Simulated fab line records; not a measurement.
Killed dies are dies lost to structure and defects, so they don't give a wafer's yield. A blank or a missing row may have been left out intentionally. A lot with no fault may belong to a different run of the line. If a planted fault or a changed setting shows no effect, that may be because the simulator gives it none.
Chamber matching	flow n5Finfet	rieSi-02 running N5_DUMMY_GATE_ETCH_44: 4 sister chambers
The step etches poly-Si in HBr/O2, stops on SiO2, target depth 127.5 nm. 14 wafers are shown with their chamber, then 7 later ones without.

## WAFERS, EACH WITH ITS CHAMBER
wafer	chamber	throttleValvePct (%)	drypumpMotorCurrentA (A)	oesProductAu (a.u.)
L074.3	1	19.02	6.2	0.733
L074.5	0	18.59	6.3	0.694
L074.6	3	18.55	5.8	0.749
L078.1	3	18.55	5.8	0.732
L078.5	0	18.60	6.3	0.715
L078.6	1	19.03	6.2	0.735
L080.1	1	19.04	6.2	0.723
L080.3	0	18.59	6.2	0.698
L080.6	3	18.55	5.7	0.726
L083.2	3	18.55	5.7	0.731
L083.4	3	18.54	5.7	0.729
L083.6	1	19.04	6.2	0.739
L085.1	2	18.53	5.6	0.746
L085.2	3	18.56	5.7	0.733

SIGNATURES (averages over the wafers above)
reading	chamber 0	chamber 1	chamber 2	chamber 3	scatter within a chamber
throttleValvePct	18.5933	19.0325	18.5300	18.5500	0.00736
drypumpMotorCurrentA	6.267	6.200	5.600	5.733	0.0447
oesProductAu	0.70233	0.73250	0.74600	0.73333	0.00844
Rule: a wafer's distance from a chamber is the root of the sum, over the readings, of the square of ((its reading less the chamber's mean) divided by the reading's scatter). The wafer belongs to the nearest chamber; if the next one is less than 2 further off, it can't be placed. The scatter: take each reading less its chamber's mean, square it, sum over the shown wafers, divide by the number of wafers less the number of chambers, and take the root.

## WAFERS WITH NO CHAMBER GIVEN
wafer	throttleValvePct (%)	drypumpMotorCurrentA (A)	oesProductAu (a.u.)
L085.5	18.54	5.8	0.727
L088.2	19.03	6.2	0.742
L088.4	18.55	5.6	0.737
L088.5	18.53	5.6	0.742
L092.1	18.53	5.6	0.720
L092.3	18.60	6.3	0.714
L092.4	18.56	5.8	0.737

## THE CHAMBER EACH PASSED THROUGH
wafer	from the rows above	in truth
L085.5	3	3
L088.2	1	1
L088.4	can't be placed: 2 or 3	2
L088.5	2	2
L092.1	can't be placed: 2 or 3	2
L092.3	0	0
L092.4	3	3
5 of 7 placed correctly. Not placeable from these rows: 2 (in 2, the candidates include the true chamber). 0 placed wrongly.
